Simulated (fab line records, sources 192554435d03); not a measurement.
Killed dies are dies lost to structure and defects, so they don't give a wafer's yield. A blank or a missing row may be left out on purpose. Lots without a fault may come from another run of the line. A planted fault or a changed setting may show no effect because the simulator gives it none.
fab line records | flow n5_finfet | part 1 of 2: steps 1 to 15 of 26
record lots=5 wafers=15 last_day=19
route steps=1938 shown BEOL_M1@786
lots that met no fault: from a run of the same line without faults
start_h: hours from the record's first day to the start of the lot's first wafer shown | wait_h: hours since the lot's step before | " the same as in the row above | L1.1+2: a row that stands for several wafers | - no value, or no start given | * or withheld: withheld | < > ~ a bound
route shown NAME@n: a module of which the file shows steps, and the number in the route of the first | usual: mean/standard deviation of fault-free wafers | same: alike in all rows | chamber/n: place in a boat | sites: the reading at each site | _std_site: their standard deviation | _edge_site: outer sites' mean less inner sites' | radius_mm: how far each site lies from the wafer's centre | mask NAME#n: copy n | behind: the tool/chamber that last shaped the wafer | hold: why the lot was held/for how many hours/how that ended | device: the transistor (n, p or np) that didn't switch | end of line: the same wafers' tests at the end of the route | a step without rows: its recipe alone | killed: dies lost to structure and defects at the first sort, not the wafer's yield | map: a wafer's dies, x killed, . not, _ none there
set.NAME: the setting as run; set.NAME@STEP: as run at that earlier step | model.NAME: the simulator's own value behind a step, which no gauge read
lots at some steps of the route; a table a step, a row a wafer
services: from which hour (start_h, from the record's first day; less than 0 if before it) a tool's chamber was out of use, for how many hours, and why
## steps
# step N5_BEOL_M1_CD_MEAS_28
# recipe landing_energy_ev=500 detector=se_inlens target_cd_y_nm=23.3
# usual cd_nm=23.88/0.24
# columns lot.wafer tool chamber start_h wait_h cd_nm
L078.4 cd_sem-01 0 158.59 - 23.57
L078.5 " 0 " " 23.52
L078.6 " 0 " " 23.75
L081.1 cd_sem-03 0 166.20 - 24.03
L081.4 " 0 " " 23.84
L081.6 " 0 " " 24.25
L087.3 cd_sem-02 0 204.68 - 24.12
L087.4 " 0 " " 24.22
L087.5 " 0 " " 23.78
L092.1 cd_sem-02 0 238.10 - 24.08
L092.2 " 0 " " 23.92
L092.3 " 0 " " 24.41
L096.1 cd_sem-03 0 273.02 - 24.21
L096.2 " 0 " " 23.85
L096.4 " 0 " " 23.91
# step N5_BEOL_M1_OVL_MEAS_29
# recipe points_per_wafer=522
# usual V0_OVL=0.1/0.65
# columns lot.wafer tool chamber start_h wait_h V0_OVL[nm]
L078.4 overlay-01 0 158.63 0.0 0.6
L078.5 " 0 " " 0.7
L078.6 " 0 " " 0.0
L081.1 overlay-02 0 166.23 0.0 -0.4
L081.4 " 0 " " -0.4
L081.6 " 0 " " -1.7
L087.3 overlay-01 0 204.72 0.0 -0.6
L087.4 " 0 " " -0.3
L087.5 " 0 " " -0.7
L092.1 overlay-02 0 238.13 0.0 0.2
L092.2 " 0 " " -0.2
L092.3 " 0 " " -0.4
L096.1 overlay-02 0 273.06 0.0 0.0
L096.2 " 0 " " 0.2
L096.4 " 0 " " -0.1
# step N5_BEOL_M1_INSPECT_30
# recipe mode=adi inspect_instrument=brightfield
# usual raw_defect_count=405/93
# columns lot.wafer tool chamber start_h wait_h raw_defect_count
L078.4 defect_inspect-01 - 158.67 0.0 319
L078.5 " - " " 462
L078.6 " - " " 456
L081.1 defect_inspect-02 - 166.28 0.1 249
L081.4 " - " " 400
L081.6 " - " " 396
L087.3 defect_inspect-01 - 204.76 0.0 373
L087.4 " - " " 373
L087.5 " - " " 388
L092.1 defect_inspect-01 - 238.19 0.1 625
L092.2 " - " " 661
L092.3 " - " " 420
L096.1 defect_inspect-02 - 273.11 0.1 590
L096.2 " - " " 506
L096.4 " - " " 418
# step N5_BEOL_M1_DESCUM_33
# recipe chemistry=O2 time_s=7 source_power_w=50 bias_power_w=20 pressure_mtorr=20 rf_frequency_hz=2.712e+07 temp_c=40 resist=CAR-EUV o2_flow_sccm=225
# usual bias_power_w=20.00/0.049 drypump_motor_current_A=5.7/0.36 oes_product_au=0.77/0.08 rf_vpp_V=243.3/1.3 showerhead_plenum_p_Torr=2.11/0.07 throttle_valve_pct=20.64/0.21
# columns lot.wafer tool chamber start_h wait_h bias_power_w drypump_motor_current_A oes_product_au rf_hours_counter_h rf_vpp_V showerhead_plenum_p_Torr throttle_valve_pct
L078.4 rie_diel-02 3 158.71 0.0 19.98 5.0 0.97 13 244.8 2.25 20.59
L078.5 " 3 " " 20.06 5.0 0.96 - 244.0 2.25 20.59
L078.6 " 2 " " 20.00 5.7 0.72 - 241.6 2.05 20.59
L081.1 rie_diel-03 3 166.38 0.1 20.00 5.5 0.75 194 243.6 2.10 20.94
L081.4 " 2 " " 19.97 5.4 0.77 - 242.6 2.10 20.77
L081.6 " 3 " " 19.99 5.5 0.75 - 243.4 2.10 20.94
L087.3 rie_diel-03 1 204.80 0.0 20.02 5.9 0.94 7 246.1 2.22 20.46
L087.4 " 2 " " 19.95 5.4 0.76 154 242.7 2.09 20.79
L087.5 " 0 " " 20.03 5.4 0.74 - 243.1 2.10 20.59
L092.1 rie_diel-01 2 238.22 0.0 20.00 5.5 0.73 180 245.7 2.16 20.75
L092.2 " 0 " " 19.97 5.7 0.71 200 242.2 2.10 20.82
L092.3 " 3 " " 20.01 6.4 0.72 196 242.5 1.98 20.47
L096.1 rie_diel-01 1 273.15 0.0 19.98 6.0 0.72 209 243.4 2.07 20.69
L096.2 " 3 " " 20.00 6.4 0.71 209 240.8 1.97 20.49
L096.4 " 0 " " 20.00 5.7 0.69 214 244.0 2.09 20.82
# step N5_BEOL_M1_ETCH_77
# recipe chemistry=N2/H2 target=underlayer target_depth_a=65 mask_material=CAR-EUV time_s=5.2 ion_energy_ev=200 pressure_mtorr=30 source_w=840 bias_w=150 n2_flow_sccm=200 h2_flow_sccm=200 ends=cleared
# usual drypump_motor_current_A=5.7/0.36 etch_rf_on_time_s=5.18/0.1 oes_product_au=0.66/0.069 rf_vpp_V=524.2/2.5 showerhead_plenum_p_Torr=2.56/0.08 throttle_valve_pct=18.08/0.2
# columns lot.wafer tool chamber start_h wait_h drypump_motor_current_A etch_rf_on_time_s oes_product_au rf_hours_counter_h rf_vpp_V showerhead_plenum_p_Torr throttle_valve_pct
L078.4 rie_diel-02 3 158.74 0.0 5.0 5.10 0.84 13 527.1 2.71 17.82
L078.5 " 3 " " 5.0 5.03 0.83 - 528.0 2.71 17.81
L078.6 " 2 " " 5.6 5.05 0.62 - 522.9 2.52 18.17
L081.1 rie_diel-03 3 166.42 0.0 5.5 5.23 0.64 194 523.2 2.52 18.26
L081.4 " 2 " " 5.4 5.02 0.66 - 524.1 2.53 18.03
L081.6 " 3 " " 5.5 5.23 0.63 - 524.8 2.51 18.23
L087.3 rie_diel-03 1 204.83 0.0 5.9 5.03 0.81 7 527.7 2.71 17.95
L087.4 " 2 " " 5.3 5.16 0.64 154 522.7 2.52 18.04
L087.5 " 0 " " 5.4 5.20 0.63 - 524.5 2.54 18.13
L092.1 rie_diel-01 2 238.26 0.0 5.5 5.19 0.62 180 527.5 2.64 18.21
L092.2 " 0 " " 5.8 5.23 0.60 200 523.6 2.54 18.18
L092.3 " 3 " " 6.4 5.14 0.62 196 521.0 2.43 18.07
L096.1 rie_diel-01 1 273.18 0.0 6.0 5.22 0.62 209 524.9 2.52 18.26
L096.2 " 3 " " 6.5 5.05 0.61 209 518.9 2.42 18.09
L096.4 " 0 " " 5.7 5.25 0.60 214 525.7 2.53 18.23
# step N5_BEOL_M1_ETCH_69
# recipe chemistry=CF4 target=SiARC target_depth_a=156 mask_material=CAR-EUV time_s=26 ion_energy_ev=80 pressure_mtorr=40 source_w=545 bias_w=36 Ar_flow_sccm=100 cf4_flow_sccm=100 ends=cleared
# usual drypump_motor_current_A=5.7/0.36 etch_rf_on_time_s=25.8/0.49 oes_product_au=0.66/0.067 rf_vpp_V=184.1/1.1 showerhead_plenum_p_Torr=2.15/0.065 throttle_valve_pct=15.81/0.2
# columns lot.wafer tool chamber start_h wait_h drypump_motor_current_A etch_rf_on_time_s oes_product_au rf_hours_counter_h rf_vpp_V showerhead_plenum_p_Torr throttle_valve_pct
L078.4 rie_diel-02 3 158.76 0.0 5.0 25.4 0.83 13 185.7 2.29 15.68
L078.5 " 3 " " 5.0 25.3 0.83 - 185.2 2.29 15.67
L078.6 " 2 " " 5.7 25.1 0.64 - 183.4 2.14 15.97
L081.1 rie_diel-03 3 166.43 0.0 5.5 26.0 0.63 194 183.2 2.13 15.99
L081.4 " 2 " " 5.3 25.4 0.66 - 185.9 2.14 15.88
L081.6 " 3 " " 5.5 25.7 0.64 - 183.2 2.13 16.00
L087.3 rie_diel-03 1 204.85 0.0 5.9 25.0 0.81 7 185.0 2.26 15.55
L087.4 " 2 " " 5.3 25.6 0.65 154 183.3 2.13 15.92
L087.5 " 0 " " 5.4 25.4 0.64 - 183.0 2.13 15.72
L092.1 rie_diel-01 2 238.27 0.0 5.5 25.5 0.63 180 184.7 2.21 16.04
L092.2 " 0 " " 5.7 25.8 0.61 200 182.7 2.13 15.90
L092.3 " 3 " " 6.4 25.6 0.62 196 183.7 2.04 15.74
L096.1 rie_diel-01 1 273.20 0.0 6.0 25.9 0.62 209 184.6 2.12 15.91
L096.2 " 3 " " 6.5 25.4 0.61 209 183.4 2.04 15.76
L096.4 " 0 " " 5.7 25.7 0.60 214 183.4 2.13 15.91
# step N5_BEOL_M1_ALD_98
# recipe material=SiO2 target_thk_a=25 temp_c=100 ald_precursor_family=BDEAS ald_co_reactant=O2-plasma pulse_time_s=1 co_reactant_pulse_time_s=1 purge_time_s=2 co_reactant_purge_time_s=2 ald_cycles=17 pressure_torr=2
# usual heater_power_outer_w=41/6.2 heater_power_w=77/9.4 precursor_pulse_height_rel=0.997/0.02
# columns lot.wafer tool chamber start_h wait_h heater_power_outer_w heater_power_w precursor_pulse_height_rel since_wet_clean_h
L078.4 ald_sin-02 2 158.85 0.1 33 67 0.994 150
L078.5 " 0 " " 34 63 0.974 -
L078.6 " 3 " " 40 77 0.993 -
L081.1 ald_sin-02 1 166.51 0.1 35 71 0.975 158
L081.4 " 3 " " 40 76 0.977 158
L081.6 " 3 " " 40 74 1.009 -
L087.3 ald_sin-04 3 204.93 0.1 44 90 0.995 302
L087.4 " 1 " " 35 73 0.986 302
L087.5 " 3 " " 45 93 0.993 -
L092.1 ald_sin-04 2 238.53 0.2 43 74 1.001 335
L092.2 " 0 " " 32 67 1.008 335
L092.3 " 1 " " 35 72 0.995 335
L096.1 ald_sin-01 3 273.64 0.4 47 90 1.006 174
L096.2 " 2 " " 42 79 0.983 174
L096.4 " 1 " " 48 85 0.958 174
# step N5_BEOL_M1_ETCHBACK_99
# recipe chemistry=CHF3 target=SiO2 target_depth_a=50 time_s=10.4 source_w=215 bias_w=47 Ar_flow_sccm=200 CHF3_flow_sccm=12 ion_energy_ev=100 pressure_mtorr=30
# usual CHF3_flow_sccm=12.01/0.034 drypump_motor_current_A=5.7/0.37 oes_product_au=0.77/0.078 rf_vpp_V=241/4 showerhead_plenum_p_Torr=2.16/0.072 throttle_valve_pct=17.26/0.18
# columns lot.wafer tool chamber start_h wait_h CHF3_flow_sccm drypump_motor_current_A oes_product_au rf_hours_counter_h rf_vpp_V showerhead_plenum_p_Torr throttle_valve_pct
L078.4 rie_diel-02 0 160.59 1.7 12.06 5.8 0.86 48 242 2.10 16.67
L078.5 " 1 " " 12.04 5.6 0.73 - 244 2.23 17.28
L078.6 " 2 " " 12.05 5.7 0.73 - 234 2.14 17.40
L081.1 rie_diel-02 2 175.73 9.2 12.00 5.6 0.73 195 233 2.14 17.42
L081.4 " 0 " " 12.04 5.7 0.86 52 242 2.10 16.69
L081.6 " 3 " " 12.02 5.0 0.95 - 247 2.31 17.19
L087.3 rie_diel-03 1 213.89 8.9 12.04 5.9 0.93 10 248 2.28 17.06
L087.4 " 3 " " 11.99 5.5 0.72 207 236 2.14 17.47
L087.5 " 3 " " 12.03 5.5 0.73 - 237 2.13 17.47
L092.1 rie_diel-01 1 240.76 2.2 11.96 6.0 0.73 196 240 2.14 17.40
L092.2 " 3 " " 11.97 6.4 0.72 197 242 2.04 17.13
L092.3 " 2 " " 12.04 5.5 0.72 180 239 2.21 17.42
L096.1 rie_diel-03 3 280.11 6.4 12.00 5.5 0.71 222 236 2.13 17.49
L096.2 " 1 " " 12.02 5.9 0.90 24 249 2.28 17.11
L096.4 " 2 " " 11.97 5.3 0.73 170 240 2.13 17.37
# step N5_BEOL_M1_ETCH_70
# recipe chemistry=N2/H2 target=SOC target_depth_a=800 overetch_a=160 mask_material=SiARC temp_c=40 time_s=120 ion_energy_ev=200 pressure_mtorr=30 source_w=840 bias_w=150 n2_flow_sccm=200 h2_flow_sccm=200
# usual drypump_motor_current_A=5.7/0.37 oes_product_au=0.59/0.056 rf_vpp_V=524.3/2.4 showerhead_plenum_p_Torr=2.56/0.082 throttle_valve_pct=18.04/0.18
# columns lot.wafer tool chamber start_h wait_h drypump_motor_current_A oes_product_au rf_hours_counter_h rf_vpp_V showerhead_plenum_p_Torr throttle_valve_pct
L078.4 rie_diel-02 0 160.63 0.0 5.8 0.66 48 524.1 2.49 17.47
L078.5 " 1 " " 5.6 0.56 - 527.2 2.64 18.08
L078.6 " 2 " " 5.6 0.55 - 524.1 2.52 18.11
L081.1 rie_diel-02 2 175.77 0.0 5.6 0.55 195 523.1 2.52 18.15
L081.4 " 0 " " 5.8 0.66 52 521.8 2.49 17.47
L081.6 " 3 " " 5.0 0.72 - 527.2 2.70 17.79
L087.3 rie_diel-03 1 213.93 0.0 5.9 0.70 10 527.0 2.71 17.89
L087.4 " 3 " " 5.5 0.56 207 523.9 2.51 18.20
L087.5 " 3 " " 5.5 0.56 - 523.4 2.51 18.21
L092.1 rie_diel-01 1 240.79 0.0 6.1 0.56 196 523.8 2.53 18.21
L092.2 " 3 " " 6.5 0.55 197 521.0 2.43 18.03
L092.3 " 2 " " 5.5 0.56 180 524.5 2.64 18.19
L096.1 rie_diel-03 3 280.15 0.0 5.5 0.55 222 522.9 2.50 18.24
L096.2 " 1 " " 6.0 0.68 24 529.4 2.70 17.96
L096.4 " 2 " " 5.3 0.56 170 524.1 2.52 18.02
# step N5_BEOL_M1_STRIP_71
# recipe chemistry=N2/H2 temp_c=40 n2_flow_sccm=200 h2_flow_sccm=200 rf_frequency_hz=6e+07
# columns lot.wafer tool chamber start_h wait_h
L078.4+5+6 rie_diel-02 0,1,2 160.71 0.0
L081.1+4+6 rie_diel-02 2,0,3 175.85 0.0
L087.3+4+5 rie_diel-03 1,3,3 214.01 0.0
L092.1+2+3 rie_diel-01 1,3,2 240.87 0.0
L096.1+2+4 rie_diel-03 3,1,2 280.23 0.0
# step N5_BEOL_M1_STRIP_78
# recipe chemistry=N2/H2 temp_c=40 n2_flow_sccm=200 h2_flow_sccm=200 rf_frequency_hz=6e+07
# columns lot.wafer tool chamber start_h wait_h
L078.4+5+6 rie_diel-02 0,1,2 160.72 0.0
L081.1+4+6 rie_diel-02 2,0,3 175.86 0.0
L087.3+4+5 rie_diel-03 1,3,3 214.02 0.0
L092.1+2+3 rie_diel-01 1,3,2 240.88 0.0
L096.1+2+4 rie_diel-03 3,1,2 280.24 0.0
# step N5_BEOL_M1_VIA_ETCH_34
# recipe chemistry=C4F6/O2 target_depth_a=678 mask_material=SOC pressure_mtorr=15 ion_energy_ev=250 taper_deg=4 time_s=64.4 source_w=350 bias_w=170 Ar_flow_sccm=300 C4F6_flow_sccm=10 O2_flow_sccm=10
# usual drypump_motor_current_A=5.7/0.37 oes_product_au=0.77/0.079 rf_vpp_V=667/11 showerhead_plenum_p_Torr=2.86/0.091 throttle_valve_pct=30.96/0.24
# columns lot.wafer tool chamber start_h wait_h drypump_motor_current_A oes_product_au rf_hours_counter_h rf_vpp_V showerhead_plenum_p_Torr throttle_valve_pct
L078.4 rie_diel-02 0 160.73 0.0 5.8 0.86 48 669 2.78 30.20
L078.5 " 1 " " 5.6 0.72 - 674 2.94 31.11
L078.6 " 2 " " 5.6 0.72 - 645 2.83 31.23
L081.1 rie_diel-02 2 175.87 0.0 5.7 0.72 195 647 2.83 31.23
L081.4 " 0 " " 5.8 0.86 52 669 2.78 30.20
L081.6 " 3 " " 5.0 0.96 - 685 3.05 31.05
L087.3 rie_diel-03 1 214.03 0.0 5.9 0.94 10 688 3.01 30.85
L087.4 " 2 " " 5.3 0.76 156 660 2.82 30.97
L087.5 " 3 " " 5.5 0.73 - 654 2.82 31.22
L092.1 rie_diel-01 1 240.89 0.0 6.0 0.72 196 669 2.83 31.03
L092.2 " 3 " " 6.4 0.72 197 670 2.69 30.75
L092.3 " 2 " " 5.5 0.73 180 665 2.91 30.79
L096.1 rie_diel-03 3 280.25 0.0 5.5 0.72 222 654 2.81 31.23
L096.2 " 1 " " 5.9 0.90 24 688 3.00 30.86
L096.4 " 2 " " 5.3 0.73 170 662 2.82 30.99
# step N5_BEOL_M1_STRIP_83
# recipe chemistry=C4F6/O2 resist=SiARC rf_frequency_hz=6e+07
# columns lot.wafer tool chamber start_h wait_h
L078.4+5+6 rie_diel-02 0,1,2 160.78 0.0
L081.1+4+6 rie_diel-02 2,0,3 175.92 0.0
L087.3+4+5 rie_diel-03 3,2,3 214.08 0.0
L092.1+2+3 rie_diel-01 1,3,2 240.94 0.0
L096.1+2+4 rie_diel-03 3,1,2 280.30 0.0
# step N5_BEOL_M1_STRIP_36
# recipe chemistry=N2/H2 power_w=450 temp_c=40 pressure_mtorr=20 rf_frequency_hz=6e+07 overash_fraction=0.3 bias_power_w=7 h2_frac=0.5 n2_flow_sccm=200 h2_flow_sccm=200
# usual bias_power_w=7.002/0.02 drypump_motor_current_A=5.7/0.37 oes_product_au=0.77/0.079 power_w=450.1/1.4 rf_vpp_V=59.3/1.5 showerhead_plenum_p_Torr=2.55/0.083 throttle_valve_pct=23.89/0.22
# columns lot.wafer tool chamber start_h wait_h bias_power_w drypump_motor_current_A oes_product_au power_w rf_hours_counter_h rf_vpp_V showerhead_plenum_p_Torr throttle_valve_pct
L078.4 rie_diel-02 0 160.79 0.0 6.996 5.8 0.88 451.9 48 58.0 2.49 23.23
L078.5 " 1 " " 6.961 5.6 0.74 450.5 - 60.3 2.64 23.99
L078.6 " 2 " " 6.992 5.7 0.72 450.5 - 61.6 2.52 23.98
L081.1 rie_diel-02 2 175.93 0.0 7.053 5.7 0.71 449.9 195 59.4 2.52 23.97
L081.4 " 0 " " 7.024 5.8 0.86 450.3 52 59.3 2.49 23.22
L081.6 " 3 " " 6.972 5.1 0.95 450.2 - 60.0 2.70 23.55
L087.3 rie_diel-03 3 214.09 0.0 7.016 5.4 0.73 450.5 207 58.8 2.51 24.11
L087.4 " 2 " " 7.009 5.4 0.74 449.0 - 61.0 2.52 23.73
L087.5 " 3 " " 7.017 5.4 0.73 451.8 - 58.5 2.51 24.11
L092.1 rie_diel-01 1 240.95 0.0 6.988 6.1 0.72 449.6 196 62.1 2.52 24.08
L092.2 " 3 " " 7.019 6.5 0.71 448.7 197 57.3 2.42 23.95
L092.3 " 2 " " 6.967 5.5 0.72 450.4 180 60.4 2.64 23.85
L096.1 rie_diel-03 3 280.31 0.0 7.014 5.5 0.72 449.6 222 61.4 2.50 24.14
L096.2 " 1 " " 7.030 5.9 0.89 449.6 24 59.3 2.70 23.91
L096.4 " 2 " " 7.024 5.3 0.74 449.8 170 59.9 2.51 23.76
# step N5_BEOL_M1_TRENCH_ETCH_37
# recipe chemistry=C4F6/O2 target_depth_a=552.07 target=SiOC time_s=29 ion_energy_ev=250 pressure_mtorr=30 source_w=355 bias_w=185 Ar_flow_sccm=300 C4F6_flow_sccm=10 O2_flow_sccm=10
# usual drypump_motor_current_A=5.7/0.37 oes_product_au=0.77/0.08 rf_vpp_V=667/11 showerhead_plenum_p_Torr=2.86/0.092 throttle_valve_pct=21.06/0.18
# columns lot.wafer tool chamber start_h wait_h drypump_motor_current_A oes_product_au rf_hours_counter_h rf_vpp_V showerhead_plenum_p_Torr throttle_valve_pct
L078.4 rie_diel-02 0 - - 5.8 0.86 48 668 2.79 20.46
L078.5 " 1 " " 5.6 0.73 - 675 2.95 21.07
L078.6 " 2 " " 5.6 0.72 - 645 2.83 21.20
L081.1 rie_diel-02 2 - - 5.6 0.71 195 644 2.83 21.22
L081.4 " 0 " " 5.8 0.86 52 669 2.78 20.49
L081.6 " 3 " " 5.0 0.96 - 684 3.05 21.08
L087.3 rie_diel-03 3 - - 5.5 0.72 207 655 2.83 21.27
L087.4 " 2 " " 5.3 0.74 - 660 2.83 21.13
L087.5 " 3 " " 5.5 0.73 - 654 2.83 21.26
L092.1 rie_diel-01 1 - - 6.0 0.73 196 666 2.83 21.16
L092.2 " 3 " " 6.4 0.72 197 672 2.70 20.88
L092.3 " 2 " " 5.5 0.73 180 666 2.92 21.14
L096.1 rie_diel-03 3 - - 5.5 0.71 222 655 2.82 21.29
L096.2 " 1 " " 5.9 0.90 24 686 3.00 20.93
L096.4 " 2 " " 5.4 0.73 170 661 2.82 21.15
